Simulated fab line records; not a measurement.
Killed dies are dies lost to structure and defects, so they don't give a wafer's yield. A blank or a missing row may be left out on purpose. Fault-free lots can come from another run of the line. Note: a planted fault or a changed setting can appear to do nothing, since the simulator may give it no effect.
Chamber matching / flow nandHarc / NHARC_A_STAIRCASE_DEP_301 on pecvd-04 has 3 sister chambers
The step deposits SiON, target thk 30 nm. 22 wafers are shown with their chamber, then 11 later ones without.

== WAFERS, EACH WITH ITS CHAMBER ==
wafer=L075.2; chamber=2; heaterPowerW (W)=725
wafer=L075.5; chamber=2; heaterPowerW (W)=728
wafer=L075.6; chamber=1; heaterPowerW (W)=699
wafer=L078.2; chamber=2; heaterPowerW (W)=724
wafer=L078.5; chamber=0; heaterPowerW (W)=783
wafer=L078.6; chamber=1; heaterPowerW (W)=794
wafer=L081.2; chamber=2; heaterPowerW (W)=654
wafer=L081.3; chamber=1; heaterPowerW (W)=727
wafer=L081.5; chamber=1; heaterPowerW (W)=723
wafer=L082.1; chamber=0; heaterPowerW (W)=918
wafer=L082.4; chamber=2; heaterPowerW (W)=674
wafer=L082.5; chamber=1; heaterPowerW (W)=747
wafer=L083.1; chamber=0; heaterPowerW (W)=863
wafer=L083.3; chamber=1; heaterPowerW (W)=701
wafer=L083.6; chamber=2; heaterPowerW (W)=717
wafer=L085.1; chamber=0; heaterPowerW (W)=935
wafer=L085.2; chamber=1; heaterPowerW (W)=732
wafer=L085.3; chamber=2; heaterPowerW (W)=725
wafer=L088.1; chamber=2; heaterPowerW (W)=681
wafer=L088.2; chamber=0; heaterPowerW (W)=886
wafer=L088.3; chamber=1; heaterPowerW (W)=734
wafer=L090.3; chamber=2; heaterPowerW (W)=649

SIGNATURES (means of the wafers above)
reading=heaterPowerW; chamber 0=877.00; chamber 1=732.12; chamber 2=697.44; scatter within a chamber=39.1
Rule: for a wafer and a chamber, the distance is found by dividing, reading by reading, the gap between the wafer's reading and the chamber's mean by the reading's scatter, squaring, summing and taking the root. The wafer belongs to the nearest chamber; if the next one is less than 2 further off, it can't be placed. The scatter is the square root of a quotient: the sum, over the shown wafers, of each reading's squared deviation from its chamber's mean, divided by wafers minus chambers.

== WAFERS WITH NO CHAMBER GIVEN ==
wafer=L090.4; heaterPowerW (W)=674
wafer=L090.6; heaterPowerW (W)=936
wafer=L093.1; heaterPowerW (W)=701
wafer=L093.3; heaterPowerW (W)=880
wafer=L093.6; heaterPowerW (W)=733
wafer=L095.1; heaterPowerW (W)=843
wafer=L095.2; heaterPowerW (W)=619
wafer=L095.3; heaterPowerW (W)=784
wafer=L097.1; heaterPowerW (W)=678
wafer=L097.5; heaterPowerW (W)=690
wafer=L097.6; heaterPowerW (W)=876

== WHICH CHAMBER EACH ONE RAN IN ==
wafer=L090.4; from the rows above=can't be placed: 2 or 1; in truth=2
wafer=L090.6; from the rows above=0; in truth=0
wafer=L093.1; from the rows above=can't be placed: 2 or 1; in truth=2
wafer=L093.3; from the rows above=0; in truth=0
wafer=L093.6; from the rows above=can't be placed: 1 or 2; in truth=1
wafer=L095.1; from the rows above=can't be placed: 0 or 1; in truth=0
wafer=L095.2; from the rows above=can't be placed: 2 or 1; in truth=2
wafer=L095.3; from the rows above=can't be placed: 1 or 2 or 0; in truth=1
wafer=L097.1; from the rows above=can't be placed: 2 or 1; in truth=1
wafer=L097.5; from the rows above=can't be placed: 2 or 1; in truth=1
wafer=L097.6; from the rows above=0; in truth=0
Placed correctly: 3 of 11. Cannot be placed on the basis of these rows: 8; the candidates contain the true chamber in 8. Placed wrongly: 0.
